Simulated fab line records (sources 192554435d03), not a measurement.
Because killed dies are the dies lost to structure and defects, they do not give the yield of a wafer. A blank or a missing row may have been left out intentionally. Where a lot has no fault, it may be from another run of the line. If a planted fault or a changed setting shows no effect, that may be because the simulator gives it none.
Which tool was responsible? + flow n5 finfet + 11 lots with 33 wafers sampled at 5 steps, on a route of 1938 steps

== WHAT EACH GAUGE READ, for each wafer ==
No reading from a measuring or inspecting step in the record can be judged against a usual standard deviation.

== WHAT TOOL EACH LOT RAN ON (gives the tool, then ch and the chambers of the sampled wafers, and finally the start) ==
| lot  | N5_MIM_TOP_LITHO_DESCUM_10         | N5_MIM_TOP_ETCH_ETCH_00           | N5_PASSIVATION_DEGAS_18      | N5_PASSIVATION_STRIP_51             | N5_PASSIVATION_PROBE_49 |
|------|------------------------------------|-----------------------------------|------------------------------|-------------------------------------|-------------------------|
| L597 | rie diel-06 ch 0,2, day 12 20:05   | rie metal-01 ch 1, day 12 20:11   | pvd sputter-01, day 13 00:04 | wet bench-03 ch 0,3,7, day 13 01:38 | -                       |
| L599 | rie diel-06 ch 1,2,3, day 13 01:05 | rie metal-02 ch 0,1, day 13 01:13 | pvd sputter-01, day 13 04:00 | wet bench-03 ch 1,3,7, day 13 05:32 | -                       |
| L602 | rie diel-06 ch 1,2,3, day 14 15:55 | rie metal-02 ch 0,1, day 14 15:59 | pvd sputter-01, day 14 22:57 | wet bench-06 ch 0,4,6, day 15 00:36 | -                       |
| L606 | rie diel-01 ch 0,2,3, day 16 09:15 | rie metal-03 ch 1, day 16 09:20   | pvd sputter-03, day 16 12:23 | wet bench-03 ch 1,3,7, day 16 13:58 | -                       |
| L607 | rie diel-01 ch 1,2,3, day 17 02:41 | rie metal-03 ch 0,1, day 17 02:48 | pvd sputter-02, day 17 07:14 | wet bench-03 ch 3,4,6, day 17 08:53 | prober-01, day 17 13:26 |
| L608 | rie diel-04 ch 2,3, day 17 02:50   | rie metal-02 ch 0,1, day 17 02:58 | pvd sputter-01, day 17 09:50 | wet bench-06 ch 0,2,3, day 17 11:23 | -                       |
| L611 | rie diel-04 ch 0,1,3, day 17 06:10 | rie metal-01 ch 0,1, day 17 06:16 | pvd sputter-01, day 17 11:20 | wet bench-03 ch 1,2,7, day 17 12:44 | prober-01, day 17 17:28 |
| L609 | rie diel-06 ch 0,2, day 17 10:52   | rie metal-03 ch 0,1, day 17 10:56 | pvd sputter-01, day 17 14:46 | wet bench-03 ch 0,6,7, day 17 16:17 | prober-02, day 17 20:28 |
| L617 | rie diel-01 ch 2,3, day 18 06:41   | rie metal-02 ch 0,1, day 18 06:47 | pvd sputter-03, day 18 10:01 | wet bench-05 ch 2,3,4, day 18 11:26 | -                       |
| L619 | rie diel-01 ch 0,1,2, day 19 09:40 | rie metal-02 ch 0,1, day 19 09:44 | pvd sputter-03, day 19 15:32 | wet bench-05 ch 3,5,7, day 19 17:04 | -                       |
| L620 | rie diel-01 ch 0,1,2, day 20 07:07 | rie metal-03 ch 0,1, day 20 07:13 | pvd sputter-03, day 20 13:14 | wet bench-03 ch 1,4,7, day 20 14:39 | -                       |
- N5_MIM_TOP_LITHO_DESCUM_10: chemistry O2, time 7.9 s.
- N5_MIM_TOP_ETCH_ETCH_00: etches TiN in Cl2/BCl3, target depth 38.5 nm.
- N5_PASSIVATION_DEGAS_18: time 60 s.
- N5_PASSIVATION_STRIP_51: strips in post etch residue remover, time 1200 s.
- N5_PASSIVATION_PROBE_49

== WHAT THE TOOLS THEMSELVES READ (means of the sampled wafers that have a number; where no wafer has one, the mark that the record gives instead) ==
N5_MIM_TOP_LITHO_DESCUM_10. Usual: drypump motor current A 5.6 A, standard deviation 0.38; oes product au 0.83 a.u., standard deviation 0.072; rf vpp V 243.9 V, standard deviation 1.2; showerhead plenum p Torr 2.14 Torr, standard deviation 0.049; throttle valve pct 20.23 %, standard deviation 0.25.
| lot  | tool        | drypump motor current A (A) | oes product au (a.u.) | rf vpp V (V) | showerhead plenum p Torr (Torr) | throttle valve pct (%) | flag |
|------|-------------|-----------------------------|-----------------------|--------------|---------------------------------|------------------------|------|
| L597 | rie diel-06 | 5.4                         | 0.88                  | 243.5        | 2.14                            | 19.93                  |      |
| L599 | rie diel-06 | 5.4                         | 0.79                  | 242.5        | 2.07                            | 20.33                  |      |
| L602 | rie diel-06 | 5.4                         | 0.86                  | 244.6        | 2.15                            | 20.23                  |      |
| L606 | rie diel-01 | 5.7                         | 0.79                  | 244.5        | 2.17                            | 20.16                  |      |
| L607 | rie diel-01 | 5.5                         | 0.83                  | 244.8        | 2.14                            | 20.18                  |      |
| L608 | rie diel-04 | 5.6                         | 0.84                  | 243.3        | 2.12                            | 20.24                  |      |
| L611 | rie diel-04 | 5.9                         | 0.86                  | 243.3        | 2.14                            | 20.33                  |      |
| L609 | rie diel-06 | 5.3                         | 0.83                  | 244.0        | 2.12                            | 19.98                  |      |
| L617 | rie diel-01 | 5.7                         | 0.75                  | 244.6        | 2.15                            | 20.24                  |      |
| L619 | rie diel-01 | 5.7                         | 0.81                  | 244.2        | 2.16                            | 20.18                  |      |
| L620 | rie diel-01 | 5.7                         | 0.80                  | 243.8        | 2.16                            | 20.20                  |      |

N5_MIM_TOP_ETCH_ETCH_00. Usual: drypump motor current A 5.7 A, standard deviation 0.59; he backside leak sccm 3.58 sccm, standard deviation 0.28; oes product au 0.76 a.u., standard deviation 0.064; throttle valve pct 22.65 %, standard deviation 0.17.
| lot  | tool         | drypump motor current A (A) | he backside leak sccm (sccm) | oes product au (a.u.) | throttle valve pct (%) | flag |
|------|--------------|-----------------------------|------------------------------|-----------------------|------------------------|------|
| L597 | rie metal-01 | 5.0                         | 3.87                         | 0.76                  | 22.57                  |      |
| L599 | rie metal-02 | 5.8                         | 3.93                         | 0.74                  | 22.86                  |      |
| L602 | rie metal-02 | 6.2                         | 3.53                         | 0.81                  | 22.69                  |      |
| L606 | rie metal-03 | 6.7                         | 3.89                         | 0.78                  | 22.59                  |      |
| L607 | rie metal-03 | 6.0                         | 3.93                         | 0.81                  | 22.51                  |      |
| L608 | rie metal-02 | 6.2                         | 3.60                         | 0.80                  | 22.71                  |      |
| L611 | rie metal-01 | 5.4                         | 3.70                         | 0.72                  | 22.68                  |      |
| L609 | rie metal-03 | 6.1                         | 3.21                         | 0.80                  | 22.51                  |      |
| L617 | rie metal-02 | 5.9                         | 3.49                         | 0.72                  | 22.88                  |      |
| L619 | rie metal-02 | 5.9                         | 3.54                         | 0.72                  | 22.88                  |      |
| L620 | rie metal-03 | 6.4                         | 3.51                         | 0.77                  | 22.57                  |      |

N5_PASSIVATION_DEGAS_18. Usual: heater power w at 468 W, with a standard deviation of 46.
| lot  | tool           | heater power w (W) | flag |
|------|----------------|--------------------|------|
| L597 | pvd sputter-01 | 466                |      |
| L599 | pvd sputter-01 | 476                |      |
| L602 | pvd sputter-01 | 470                |      |
| L606 | pvd sputter-03 | 520                |      |
| L607 | pvd sputter-02 | 486                |      |
| L608 | pvd sputter-01 | 460                |      |
| L611 | pvd sputter-01 | 482                |      |
| L609 | pvd sputter-01 | 448                |      |
| L617 | pvd sputter-03 | 489                |      |
| L619 | pvd sputter-03 | 476                |      |
| L620 | pvd sputter-03 | 474                |      |

N5_PASSIVATION_PROBE_49. Usual: defect limited yield 91.3 %, standard deviation 1.4; killed_at_M0_to_M3 34, standard deviation 10; killed_at_M4_up 14, standard deviation 5.5; killed at contacts 12, standard deviation 6; killed at front end 40, standard deviation 10; killed at other 3.0, standard deviation 2.4; killed dies 103, standard deviation 17; killed open 68, standard deviation 13; killed short 34, standard deviation 7.8; sort_bin_5_function 5.1 %, standard deviation 0.97; sort_bin_6_memory 3.3 %, standard deviation 0.66; sort_bin_8_speed 0.02 %, standard deviation 0.12; sort n pass 1077, standard deviation 17; sort yield pct 91.2 %, standard deviation 1.4.
| lot  | tool      | defect limited yield (%) | killed_at_M0_to_M3 | killed_at_M4_up | killed at contacts | killed at front end | killed at other | killed dies | killed open | killed short | sort_bin_5_function (%) | sort_bin_6_memory (%) | sort_bin_8_speed (%) | sort n pass | sort yield pct (%) | flag |
|------|-----------|--------------------------|--------------------|-----------------|--------------------|---------------------|-----------------|-------------|-------------|--------------|-------------------------|-----------------------|----------------------|-------------|--------------------|------|
| L607 | prober-01 | 83.0                     | 21                 | 14              | 5                  | 45                  | 116.0           | 201         | 55          | 33           | 10.6                    | 3.7                   | 0.00                 | 979         | 83.0               | OFF  |
| L611 | prober-01 | 82.5                     | 25                 | 9               | 13                 | 40                  | 120.3           | 207         | 58          | 28           | 10.9                    | 3.6                   | 0.00                 | 973         | 82.5               | OFF  |
| L609 | prober-02 | 85.4                     | 29                 | 12              | 10                 | 33                  | 88.0            | 172         | 58          | 25           | 8.8                     | 3.6                   | 0.00                 | 1008        | 85.4               | OFF  |

== THE ANSWER, worked out from the rows above alone ==
Rule: lot off if the mean of its wafers having a number is beyond 3 standard deviations from the usual mean. Also off: a lot with no number at a reading for which 4 or more lots have one. Any other lot the step has rows for is counted as sound. First the gauges in route order, then the tools' own readings, where a lot's mean is used as printed above. At the first step where some lot is off, the reading lying furthest off is the one used; lots without a number count as furthest.
Off: L607, L611, L609 (N5_PASSIVATION_PROBE_49, killed at other). Neither off nor sound, because the step has no rows for them: L597, L599, L602, L606, L608, L617, L619, L620.
If a tool, at that step or one of the process steps before it, ran each lot that is off and ran no sound lot following the first of them, it fits. One fits: N5_PASSIVATION_STRIP_51 on wet bench-03. It ran no sound lot before its first lot that is off in this sample, so the start can't be narrowed down.

== WHAT WAS PUT IN BY THE SIMULATOR ==
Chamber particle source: wet bench-03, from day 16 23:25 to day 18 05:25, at N5_PASSIVATION_STRIP_51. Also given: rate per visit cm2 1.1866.
Shown lots that were struck: L607, L611, L609. The same result came from the rule above.
